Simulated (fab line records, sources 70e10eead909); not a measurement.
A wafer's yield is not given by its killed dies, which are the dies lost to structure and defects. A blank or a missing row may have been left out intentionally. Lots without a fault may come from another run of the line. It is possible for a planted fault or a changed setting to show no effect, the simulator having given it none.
Matching of chambers | flow nand-harc | rie-diel-10 running NHARC_THIN_TSV_DESCUM_35: 4 sister chambers
The step chemistry O2, time 3 s. 4 wafers are shown with their chamber, then 7 later ones without.

WAFERS PAIRED WITH THEIR CHAMBERS
wafer  | chamber | oes-product-au (a.u.)
L739.1 | 0       | 0.988
L742.6 | 1       | 1.018
L750.4 | 2       | 0.998
L750.5 | 3       | 1.007

WAFERS WITHOUT THEIR CHAMBER
wafer  | oes-product-au (a.u.)
L750.6 | 1.013
L756.1 | 0.974
L756.3 | 0.978
L756.4 | 0.999
L760.1 | 0.997
L760.3 | 1.024
L760.6 | 1.008

CHAMBER TAKEN BY EACH
wafer  | from the rows above          | in truth
L750.6 | can't be placed: 1 or 3 or 2 | 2
L756.1 | can't be placed: 0 or 2      | 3
L756.3 | can't be placed: 0 or 2      | 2
L756.4 | can't be placed: 2 or 3 or 0 | 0
L760.1 | can't be placed: 2 or 0 or 3 | 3
L760.3 | can't be placed: 1 or 3      | 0
L760.6 | can't be placed: 3 or 1 or 2 | 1
0 of 7 placed correctly. These rows do not allow placing 7 (true chamber among the candidates in 5). Number placed wrongly: 0.
How it was worked out, from the rows above alone: a wafer's distance from a chamber is the root of the sum, over the readings, of the square of ((its reading less the chamber's mean) divided by the reading's scatter). The wafer belongs to the nearest chamber; if the next one is less than 2 further off, it can't be placed. Each chamber's mean is taken over the wafers shown for it. The scatter (one wafer shown for each chamber): square how far every hidden wafer sits from the nearest shown wafer, average those squares and take the square root.
